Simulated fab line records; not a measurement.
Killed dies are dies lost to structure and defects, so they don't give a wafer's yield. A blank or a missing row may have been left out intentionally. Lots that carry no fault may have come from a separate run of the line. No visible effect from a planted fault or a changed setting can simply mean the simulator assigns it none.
fab line records	flow n5-finfet
[record] lots = 7	wafers = 21
route steps=1938 shown SDB@350 HKMG_FIN@427 MOL_CONTACT_COAG@537 BEOL_M0_SAQP@672
start-h: start of the lot's first displayed wafer, in hours after the record's first day	wait-h: hours since the lot's step before	" as in the row above	L1.1+2: a single row standing in for several wafers	- either no value or no given start	* or withheld: withheld	< > ~ a bound
route shown NAME@n: a module of which the file shows steps, and the number in the route of the first	usual: mean/standard deviation taken from wafers without a fault	same: alike in all rows	chamber/n: place in a boat	sites: the reading at each site	_std_site: the values' standard deviation	_edge_site: mean of outer sites minus mean of inner sites	radius-mm: for every site, how far away it sits from the centre of the wafer	mask NAME#n: copy n	behind: the tool/chamber that last shaped the wafer	hold: the reason the lot was held/the length of the hold in hours/how it ended	device: whichever transistor did not switch (one of n, p or np)	end of line: the route-end tests of the same wafers	for a step that has no rows: nothing shown but its recipe	killed: count of dies lost to structure and defects at first sort (not the wafer's yield)	map: a wafer's dies, marking killed ones x, the rest . and places with no die _
set.NAME: the run value of the setting; set.NAME@STEP: its run value at that earlier step	model.NAME: the simulator's own value behind a step, which no gauge read
lots whose settings were changed on purpose; a table a step, a row a wafer
[[steps]]
[step N5_SDB_COAT_05]
[recipe] resist = CAR-ArF	spin-rpm = 1500	resist-thk-nm = 90
lot.wafer	tool	chamber	start-h	wait-h	set.spin-rpm	model.CAR-ArF_of_SDB_COAT_05.thk-nm
L074.1	litho-track-04	0	-	-	1382	93.8
L074.4+5	"	0	"	"	1500	90
L084.1+5	litho-track-02	0	-	-	1500	89.6
L084.2	"	0	"	"	1450	91.2
L086.2+6	litho-track-03	0	-	-	1557	88.4
L086.5	"	0	"	"	1557	88.6
L087.3	litho-track-02	0	-	-	1445	91.2
L087.5	"	0	"	"	1445	91
L087.6	"	0	"	"	1500	89.8
L089.2	litho-track-04	0	-	-	1500	90.4
L089.4+6	"	0	"	"	1500	90
L093.1+4	litho-track-02	0	-	-	1500	90
L093.2	"	0	"	"	1500	89.8
L094.3+5	litho-track-02	0	-	-	1500	89.6
L094.4	"	0	"	"	1500	89.8
[step N5_SDB_EBR_07]
[recipe] solvent = PGMEA	ebr-width-mm = 1.5
[step N5_SDB_SOFTBAKE_06]
[recipe] temp-c = 110	time-s = 60	resist = CAR-ArF
[step N5_SDB_EXPOSE_08]
[recipe] mask-id = SDB	na = 1.35	source-shape = conventional	sigma-outer = 0.5	polarization = unpolarized	dose-mj = 49.6
[step N5_SDB_PEB_09]
[recipe] peb-temp-c = withheld	peb-time-s = 60	resist = CAR-ArF
[step N5_SDB_DEVELOP_10]
[recipe] develop-time-s = 30	developer = TMAH	resist = CAR-ArF	rinse-liquid = diw	dry = air-spin	dev-temp-c = 23
lot.wafer	tool	chamber	start-h	wait-h	set.spin-rpm@SDB_COAT_05	model.CAR-ArF_of_SDB_COAT_05.thk-nm
L074.1	litho-track-02	0	-	-	1382	92.2
L074.4+5	"	0	"	"	1500	88.4
L084.1+5	litho-track-03	0	-	-	1500	87.8
L084.2	"	0	"	"	1450	89.6
L086.2+5	litho-track-02	0	-	-	1557	86.8
L086.6	"	0	"	"	1557	86.6
L087.3	litho-track-03	0	-	-	1445	89.6
L087.5	"	0	"	"	1445	89.2
L087.6	"	0	"	"	1500	88
L089.2	litho-track-04	0	-	-	1500	88.6
L089.4	"	0	"	"	1500	88.2
L089.6	"	0	"	"	1500	88.4
L093.1+2+4	litho-track-03	0	-	-	1500	88.2
L094.3+5	litho-track-04	0	-	-	1500	88
L094.4	"	0	"	"	1500	88.2
[step N5_SDB_DESCUM_16]
[recipe] chemistry = O2	time-s = 7.9	source-power-w = 50	bias-power-w = 20	pressure-mtorr = 20	rf-frequency-hz = 2.712e+07	temp-c = 40	resist = CAR-ArF	o2-flow-sccm = 225
[step N5_SDB_ETCH_17]
[recipe] chemistry = CF4	target = SiARC	target-depth-a = 234	mask-material = CAR-ArF	time-s = 39	ion-energy-ev = 80	pressure-mtorr = 40	source-w = 545	bias-w = 36	Ar_flow_sccm = 100	cf4-flow-sccm = 100	ends = cleared
[step N5_SDB_ETCH_18]
[recipe] chemistry = N2/H2	target = SOC	target-depth-a = 1000	overetch-a = 200	mask-material = SiARC	temp-c = 40	time-s = 150	ion-energy-ev = 200	pressure-mtorr = 30	source-w = 840	bias-w = 150	n2-flow-sccm = 200	h2-flow-sccm = 200
lot.wafer	tool	chamber	start-h	wait-h	set.spin-rpm@SDB_COAT_03	model.etch.depth-nm
L074.1	rie-diel-01	2	65.08	0.0	1660	94.83
L074.4	"	0	"	"	1660	95.01
L074.5	"	0	"	"	1500	100
L084.1	rie-diel-03	2	132.72	0.0	1575	97.3
L084.2	"	0	"	"	1500	99.36
L084.5	"	1	"	"	1575	97.11
L086.2	rie-diel-01	2	146.02	0.0	1500	99.75
L086.5	"	0	"	"	1664	94.72
L086.6	"	1	"	"	1500	99.87
L087.3	rie-diel-01	0	151.16	0.0	1500	99.87
L087.5	"	3	"	"	1364	104.8
L087.6	"	2	"	"	1500	99.5
L089.2	rie-diel-05	2	159.04	0.0	1500	99.5
L089.4	"	3	"	"	1500	99.73
L089.6	"	2	"	"	1500	99.47
L093.1	rie-diel-03	3	182.16	0.0	1500	99.56
L093.2	"	0	"	"	1500	99.95
L093.4	"	2	"	"	1431	102.1
L094.3	rie-diel-01	3	190.43	0.0	1500	99.72
L094.4	"	0	"	"	1549	98.11
L094.5	"	1	"	"	1500	99.71
[step N5_SDB_STRIP_19]
[recipe] chemistry = N2/H2	temp-c = 40	n2-flow-sccm = 200	h2-flow-sccm = 200	rf-frequency-hz = 6e+07
[step N5_SDB_STRIP_21]
[recipe] chemistry = CF4	resist = SiARC	power-w = 300	bias-power-w = 75	pressure-mtorr = 50	cf4-flow-sccm = 150	rf-frequency-hz = 6e+07
[step N5_SDB_HM_OPEN_20]
[recipe] chemistry = CH3F/O2	target = SiNx	mask-material = SOC	target-depth-a = 240	stop-on = poly-Si	over-etch-frac = 0.4	ion-energy-ev = 120	pressure-mtorr = 30	source-w = 395	bias-w = 73	Ar_flow_sccm = 150	CH3F_flow_sccm = 30	O2_flow_sccm = 20
lot.wafer	tool	chamber	start-h	wait-h	set.spin-rpm@SDB_COAT_03	model.SOC_of_SDB_COAT_03.thk-nm
L074.1	rie-diel-01	2	65.24	0.0	1660	78.8
L074.4	"	0	"	"	1660	79.2
L074.5	"	0	"	"	1500	84.2
L084.1	rie-diel-03	2	132.88	0.0	1575	81.4
L084.2	"	0	"	"	1500	83.2
L084.5	"	1	"	"	1575	81.2
L086.2	rie-diel-01	2	146.18	0.0	1500	83.6
L086.5	"	0	"	"	1664	79.2
L086.6	"	1	"	"	1500	84.2
L087.3	rie-diel-01	0	151.32	0.0	1500	84.2
L087.5	"	3	"	"	1364	88.8
L087.6	"	2	"	"	1500	83.2
L089.2+6	rie-diel-05	2	159.20	0.0	1500	83.8
L089.4	"	3	"	"	1500	84.2
L093.1	rie-diel-03	3	182.32	0.0	1500	83.4
L093.2	"	0	"	"	1500	83.8
L093.4	"	2	"	"	1431	86.2
L094.3	rie-diel-01	3	190.59	0.0	1500	84
L094.4	"	0	"	"	1549	82
L094.5	"	1	"	"	1500	83.8
[step N5_SDB_STRIP_22]
[recipe] chemistry = N2/H2	power-w = 1000	temp-c = 250	h2-frac = 0.65	overash-fraction = 0.3	pressure-mtorr = withheld	n2-flow-sccm = 1750	h2-flow-sccm = 3250
[usual] strip-time-to-endpoint-s = 96.3/0.32
lot.wafer	tool	chamber	start-h	wait-h	set.spin-rpm@SDB_COAT_03	strip-time-to-endpoint-s
L074.1	plasma-asher-01	0	65.32	0.1	1660	91.2
L074.4	"	0	"	"	1660	91.7
L074.5	"	0	"	"	1500	96.4
L084.1	plasma-asher-02	1	133.32	0.4	1575	93.8
L084.2	"	0	"	"	1500	95.4
L084.5	"	1	"	"	1575	93.7
L086.2	plasma-asher-02	1	146.26	0.1	1500	95.8
L086.5	"	0	"	"	1664	91.7
L086.6	"	1	"	"	1500	96.4
L087.3	plasma-asher-01	0	151.46	0.1	1500	96.4
L087.5	"	1	"	"	1364	100.6
L087.6	"	0	"	"	1500	95.4
L089.2	plasma-asher-02	1	159.28	0.1	1500	96.1
L089.4	"	0	"	"	1500	96.3
L089.6	"	0	"	"	1500	96.1
L093.1	plasma-asher-01	0	182.40	0.1	1500	95.7
L093.2	"	1	"	"	1500	96.0
L093.4	"	0	"	"	1431	98.3
L094.3	plasma-asher-02	0	190.71	0.1	1500	96.1
L094.4	"	1	"	"	1549	94.3
L094.5	"	0	"	"	1500	96.1
[step N5_HKMG_FIN_EXPOSE_09]
[recipe] mask-id = NWFM	na = 1.35	source-shape = conventional	sigma-outer = 0.8	polarization = unpolarized	dose-mj = 39.25
lot.wafer	tool	chamber	start-h	wait-h	mask	set.dose-mj
L074.1+5	arfi-scanner-01	0	73.97	-	NWFM#0	39.25
L074.4	"	0	"	"	NWFM#0	41.57
L084.1+2+5	arfi-scanner-02	0	142.17	-	NWFM#0	39.25
L086.2+5	arfi-scanner-01	0	155.05	-	NWFM#0	39.25
L086.6	"	0	"	"	NWFM#0	40.11
L087.3+5	arfi-scanner-01	0	160.15	-	NWFM#0	41.71
L087.6	"	0	"	"	NWFM#0	39.25
L089.2+4+6	arfi-scanner-02	0	167.73	-	NWFM#0	39.25
L093.1	arfi-scanner-02	0	191.82	-	NWFM#0	40.3
L093.2+4	"	0	"	"	NWFM#0	39.25
L094.3+4+5	arfi-scanner-03	0	199.14	-	NWFM#0	38.04
[step N5_HKMG_FIN_PEB_10]
[recipe] peb-temp-c = withheld	peb-time-s = 60	resist = CAR-ArF
[step N5_HKMG_FIN_DEVELOP_11]
[recipe] develop-time-s = 30	developer = TMAH	resist = CAR-ArF	dev-temp-c = 23	rinse-liquid = diw	dry = air-spin
[step N5_HKMG_FIN_CD_MEAS_12]
[recipe] target-cd-nm = 92.8	landing-energy-ev = 500	detector = se-inlens
[usual] cd-nm = 92.8/0.51
lot.wafer	tool	chamber	start-h	wait-h	set.dose-mj@HKMG_FIN_EXPOSE_09	cd-nm
L074.1	cd-sem-02	0	74.09	-	39.25	92.5
L074.4	"	0	"	"	41.57	96.7
L074.5	"	0	"	"	39.25	92.8
L084.1	cd-sem-02	0	142.29	-	39.25	92.7
L084.2	"	0	"	"	39.25	92.9
L084.5	"	0	"	"	39.25	93.0
L086.2	cd-sem-03	0	155.17	-	39.25	93.7
L086.5	"	0	"	"	39.25	93.2
L086.6	"	0	"	"	40.11	94.8
L087.3	cd-sem-03	0	160.26	-	41.71	96.8
L087.5	"	0	"	"	41.71	97.3
L087.6	"	0	"	"	39.25	93.3
L089.2	cd-sem-03	0	167.85	-	39.25	92.4
L089.4	"	0	"	"	39.25	93.0
L089.6	"	0	"	"	39.25	93.1
L093.1	cd-sem-02	0	191.94	-	40.3	94.2
L093.2	"	0	"	"	39.25	93.1
L093.4	"	0	"	"	39.25	92.8
L094.3	cd-sem-02	0	199.26	-	38.04	91.0
L094.4	"	0	"	"	38.04	90.7
L094.5	"	0	"	"	38.04	90.7
[step N5_MOL_CONTACT_COAG_ETCH_15]
[recipe] chemistry = CH3F/O2	target = SiNx	target-depth-a = 70	mask-material = SOC	stop-on = Si:P	over-etch-frac = 0.75	ion-energy-ev = 120	pressure-mtorr = 30	source-w = 395	bias-w = 73	Ar_flow_sccm = 150	CH3F_flow_sccm = 30	O2_flow_sccm = 20
[usual] rf-vpp-V = 295.5/2.3
lot.wafer	tool	chamber	start-h	wait-h	set.source-w	rf-vpp-V
L074.1	rie-diel-03	2	87.17	0.0	395	297.5
L074.4	"	3	"	"	359.7	309.1
L074.5	"	2	"	"	395	297.6
L084.1	rie-diel-01	0	156.13	0.0	395	299.0
L084.2	"	2	"	"	395	299.0
L084.5	"	3	"	"	395	298.7
L086.2	rie-diel-05	0	167.72	0.0	395	295.7
L086.5	"	0	"	"	395	296.1
L086.6	"	1	"	"	395	293.5
L087.3	rie-diel-05	1	173.29	0.0	395	293.7
L087.5	"	0	"	"	376.9	302.9
L087.6	"	1	"	"	376.9	303.1
L089.2	rie-diel-01	1	180.90	0.0	395	295.8
L089.4	"	3	"	"	395	297.5
L089.6	"	1	"	"	395	294.9
L093.1	rie-diel-05	0	204.23	0.0	395	295.5
L093.2	"	2	"	"	395	293.0
L093.4	"	3	"	"	395	293.4
L094.3	rie-diel-03	1	211.72	0.0	395	298.4
L094.4	"	3	"	"	395	295.2
L094.5	"	2	"	"	395	298.5
[step N5_MOL_CONTACT_COAG_EXPOSE_37]
[recipe] mask-id = VD	na = 0.33	source-shape = annular	sigma-inner = 0.3	sigma-outer = 0.7	polarization = unpolarized	defocus-nm = 0	dose-mj = 62
lot.wafer	tool	chamber	start-h	wait-h	mask	set.dose-mj
L074.1	euv-scanner-01	0	105.06	-	VD#0	60.56
L074.4+5	"	0	"	"	VD#0	62
L084.1+2	euv-scanner-01	0	167.26	-	VD#0	60.15
L084.5	"	0	"	"	VD#0	62
L086.2+6	euv-scanner-02	0	181.85	-	VD#0	62
L086.5	"	0	"	"	VD#0	60.51
L087.3+6	euv-scanner-02	0	186.64	-	VD#0	60.76
L087.5	"	0	"	"	VD#0	62
L089.2+4+6	euv-scanner-02	0	193.94	-	VD#0	62
L093.1+4	euv-scanner-01	0	214.59	-	VD#0	62
L093.2	"	0	"	"	VD#0	58.33
L094.3+4+5	euv-scanner-02	0	221.35	-	VD#0	62
[step N5_MOL_CONTACT_COAG_PEB_38]
[recipe] peb-temp-c = 100	peb-time-s = 60	resist = CAR-EUV
[step N5_MOL_CONTACT_COAG_DEVELOP_39]
[recipe] develop-time-s = 30	developer = TMAH	resist = CAR-EUV	rinse-liquid = surfactant-rinse	dry = air-spin	dev-temp-c = 23
[step N5_MOL_CONTACT_COAG_CD_MEAS_40]
[recipe] target-cd-nm = 25.1	landing-energy-ev = 500	detector = se-inlens	polarity = opening
[usual] cd-nm = 25.15/0.23
lot.wafer	tool	chamber	start-h	wait-h	set.dose-mj@MOL_CONTACT_COAG_EXPOSE_37	cd-nm
L074.1	cd-sem-02	0	105.20	-	60.56	24.59
L074.4	"	0	"	"	62	25.34
L074.5	"	0	"	"	62	25.00
L084.1	cd-sem-02	0	167.40	-	60.15	24.38
L084.2	"	0	"	"	60.15	24.45
L084.5	"	0	"	"	62	24.88
L086.2	cd-sem-01	0	181.99	-	62	25.53
L086.5	"	0	"	"	60.51	24.55
L086.6	"	0	"	"	62	25.12
L087.3	cd-sem-01	0	186.77	-	60.76	24.80
L087.5	"	0	"	"	62	25.49
L087.6	"	0	"	"	60.76	24.45
L089.2	cd-sem-02	0	194.08	-	62	25.18
L089.4	"	0	"	"	62	25.14
L089.6	"	0	"	"	62	25.14
L093.1	cd-sem-01	0	214.74	-	62	25.37
L093.2	"	0	"	"	58.33	24.10
L093.4	"	0	"	"	62	25.21
L094.3	cd-sem-01	0	221.48	-	62	24.84
L094.4	"	0	"	"	62	24.82
L094.5	"	0	"	"	62	24.89
[step N5_MOL_CONTACT_COAG_DESCUM_45]
[recipe] chemistry = O2	time-s = 7	source-power-w = 50	bias-power-w = 20	pressure-mtorr = 20	rf-frequency-hz = 2.712e+07	temp-c = 40	resist = CAR-EUV	o2-flow-sccm = 225
lot.wafer	tool	chamber	start-h	wait-h	set.time-s
L074.1+4+5	rie-diel-05	3,2,0	105.36	0.1	7
L084.1+5	rie-diel-03	1	167.52	0.0	7
L084.2	"	2	"	"	7.899
L086.2+5	rie-diel-01	1,3	182.14	0.1	6.243
L086.6	"	2	"	"	7
L087.3+5+6	rie-diel-03	0,2,3	186.89	0.0	5.455
L089.2+4+6	rie-diel-05	3,1,1	194.20	0.0	7
L093.1+2+4	rie-diel-03	3,2,0	214.86	0.0	7
L094.3	rie-diel-01	1	221.65	0.1	7
L094.4+5	"	0,2	"	"	5.777
[step N5_MOL_CONTACT_COAG_ETCH_65]
[recipe] chemistry = N2/H2	target = underlayer	target-depth-a = 130	mask-material = CAR-EUV	time-s = 10.4	ion-energy-ev = 200	pressure-mtorr = 30	source-w = 840	bias-w = 150	n2-flow-sccm = 200	h2-flow-sccm = 200	ends = cleared
lot.wafer	tool	chamber	start-h	wait-h	set.time-s@MOL_CONTACT_COAG_DESCUM_45	model.CAR-EUV_of_MOL_CONTACT_COAG_COAT_34.thk-nm
L074.1+4	rie-diel-05	3,2	105.39	0.0	7	24.4
L074.5	"	0	"	"	7	24.6
L084.1	rie-diel-03	1	167.56	0.0	7	24.8
L084.2	"	2	"	"	7.899	24.2
L084.5	"	1	"	"	7	24.6
L086.2+5	rie-diel-01	1,3	182.18	0.0	6.243	25
L086.6	"	2	"	"	7	24.6
L087.3+5	rie-diel-03	0,2	186.92	0.0	5.455	25.4
L087.6	"	3	"	"	5.455	25.6
L089.2+4	rie-diel-05	3,1	194.24	0.0	7	24.4
L089.6	"	1	"	"	7	24.6
L093.1+2	rie-diel-03	3,2	214.89	0.0	7	24.6
L093.4	"	0	"	"	7	24.4
L094.3	rie-diel-01	1	221.69	0.0	7	24.8
L094.4	"	0	"	"	5.777	25.2
L094.5	"	2	"	"	5.777	25.4
[step N5_MOL_CONTACT_COAG_ETCH_66]
[recipe] chemistry = CF4	target = SiARC	target-depth-a = 130	mask-material = CAR-EUV	time-s = 21.7	ion-energy-ev = 80	pressure-mtorr = 40	source-w = 545	bias-w = 36	Ar_flow_sccm = 100	cf4-flow-sccm = 100	ends = cleared
lot.wafer	tool	chamber	start-h	wait-h	set.time-s@MOL_CONTACT_COAG_DESCUM_45	model.CAR-EUV_of_MOL_CONTACT_COAG_COAT_34.thk-nm
L074.1+4+5	rie-diel-05	3,2,0	105.41	0.0	7	16.8
L084.1+5	rie-diel-03	1	167.58	0.0	7	17
L084.2	"	2	"	"	7.899	16.6
L086.2	rie-diel-01	1	182.20	0.0	6.243	17.4
L086.5	"	3	"	"	6.243	17.2
L086.6	"	2	"	"	7	16.8
L087.3+5+6	rie-diel-03	0,2,3	186.94	0.0	5.455	17.8
L089.2+6	rie-diel-05	3,1	194.26	0.0	7	16.8
L089.4	"	1	"	"	7	16.6
L093.1+4	rie-diel-03	3,0	214.91	0.0	7	16.8
L093.2	"	2	"	"	7	17
L094.3	rie-diel-01	1	221.71	0.0	7	17
L094.4+5	"	0,2	"	"	5.777	17.6
[step N5_BEOL_M0_SAQP_ETCH_106]
[recipe] chemistry = N2/H2	target = SOC	target-depth-a = 1500	stop-on = SiNx	ion-energy-ev = 100	bias-w = 61	pressure-mtorr = 30	source-w = 850	n2-flow-sccm = 200	h2-flow-sccm = 200
lot.wafer	tool	chamber	start-h	wait-h	set.target-depth-a	model.SOC_of_BEOL_M0_SAQP_COAT_105.thk-nm
L074.1	rie-diel-02	0	114.34	-	1582	21.2
L074.4	"	3	"	"	1500	26.2
L074.5	"	0	"	"	1500	25.4
L084.1	rie-diel-06	3	177.58	-	1611	18.6
L084.2	"	2	"	"	1611	17.2
L084.5	"	2	"	"	1611	17.8
L086.2	rie-diel-02	3	192.22	-	1500	26
L086.5	"	3	"	"	1500	25.6
L086.6	"	2	"	"	1500	24
L087.3	rie-diel-06	1	197.96	-	1449	27.8
L087.5	"	0	"	"	1500	24.4
L087.6	"	3	"	"	1500	25
L089.2	rie-diel-06	0	204.02	-	1500	24.8
L089.4	"	2	"	"	1500	22.4
L089.6	"	1	"	"	1500	24.6
L093.1	rie-diel-02	2	223.98	-	1375	29.4
L093.2	"	1	"	"	1500	23.4
L093.4	"	0	"	"	1375	31.2
L094.3	rie-diel-04	2	231.37	-	1644	14
L094.4	"	0	"	"	1500	22.8
L094.5	"	1	"	"	1500	21
[step N5_BEOL_M0_SAQP_ETCH_107]
[recipe] chemistry = CH3F/O2	target = SiNx	target-depth-a = 300	mask-material = SOC	pressure-mtorr = 30	source-w = 395	bias-w = 73	Ar_flow_sccm = 150	CH3F_flow_sccm = 30	O2_flow_sccm = 20	ion-energy-ev = 120
lot.wafer	tool	chamber	start-h	wait-h	set.target-depth-a@BEOL_M0_SAQP_ETCH_106	model.SOC_of_BEOL_M0_SAQP_COAT_105.thk-nm
L074.1	rie-diel-02	0	114.40	0.0	1582	10.6
L074.4	"	3	"	"	1500	15.6
L074.5	"	0	"	"	1500	14.6
L084.1	rie-diel-06	3	177.64	0.0	1611	7.6
L084.2	"	2	"	"	1611	6
L084.5	"	2	"	"	1611	6.6
L086.2	rie-diel-02	3	192.28	0.0	1500	15.4
L086.5	"	3	"	"	1500	15
L086.6	"	2	"	"	1500	13
L087.3	rie-diel-06	1	198.02	0.0	1449	17.2
L087.5	"	0	"	"	1500	13.8
L087.6	"	3	"	"	1500	14.4
L089.2	rie-diel-06	0	204.08	0.0	1500	14
L089.4	"	2	"	"	1500	11.2
L089.6	"	1	"	"	1500	13.8
L093.1	rie-diel-02	2	224.04	0.0	1375	18.6
L093.2	"	1	"	"	1500	12.6
L093.4	"	0	"	"	1375	20.6
L094.3	rie-diel-04	2	231.43	0.0	1644	2.6
L094.4	"	0	"	"	1500	12
L094.5	"	1	"	"	1500	9.8
[[key]]
[split] step = N5_SDB_COAT_05	setting = spin-rpm	stated = 1500	by = wafer
[response] step = N5_SDB_COAT_05	reading = model.CAR-ArF_of_SDB_COAT_05.thk-nm	change = -0.463	per = 1%	r = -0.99
[response] step = N5_SDB_DEVELOP_10	reading = model.CAR-ArF_of_SDB_COAT_05.thk-nm	change = -0.475	per = 1%	r = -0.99
[split] step = N5_HKMG_FIN_EXPOSE_09	setting = dose-mj	stated = 39.25	by = wafer
[response] step = N5_HKMG_FIN_CD_MEAS_12	reading = cd-nm	change = +0.62	per = 1%	r = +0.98
[split] step = N5_MOL_CONTACT_COAG_ETCH_15	setting = source-w	stated = 395	by = wafer
[response] step = N5_MOL_CONTACT_COAG_ETCH_15	reading = rf-vpp-V	change = -1.45	per = 1%	r = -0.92
[split] step = N5_MOL_CONTACT_COAG_EXPOSE_37	setting = dose-mj	stated = 62	by = wafer
[response] step = N5_MOL_CONTACT_COAG_CD_MEAS_40	reading = cd-nm	change = +0.227	per = 1%	r = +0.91
[split] step = N5_MOL_CONTACT_COAG_DESCUM_45	setting = time-s	stated = 7	by = wafer
[response] step = N5_MOL_CONTACT_COAG_ETCH_65	reading = model.CAR-EUV_of_MOL_CONTACT_COAG_COAT_34.thk-nm	change = -0.0332	per = 1%	r = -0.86
[response] step = N5_MOL_CONTACT_COAG_ETCH_66	reading = model.CAR-EUV_of_MOL_CONTACT_COAG_COAT_34.thk-nm	change = -0.0358	per = 1%	r = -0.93
[split] step = N5_BEOL_M0_SAQP_ETCH_106	setting = target-depth-a	stated = 1500	by = wafer
[response] step = N5_BEOL_M0_SAQP_ETCH_106	reading = model.SOC_of_BEOL_M0_SAQP_COAT_105.thk-nm	change = -0.832	per = 1%	r = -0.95
[response] step = N5_BEOL_M0_SAQP_ETCH_107	reading = model.SOC_of_BEOL_M0_SAQP_COAT_105.thk-nm	change = -0.853	per = 1%	r = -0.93
split outside-this-file step=N5_SDB_COAT_03 setting=spin-rpm
// split outside-this-file: this setting was split too, and the file shows its column; the key of that split is in another file
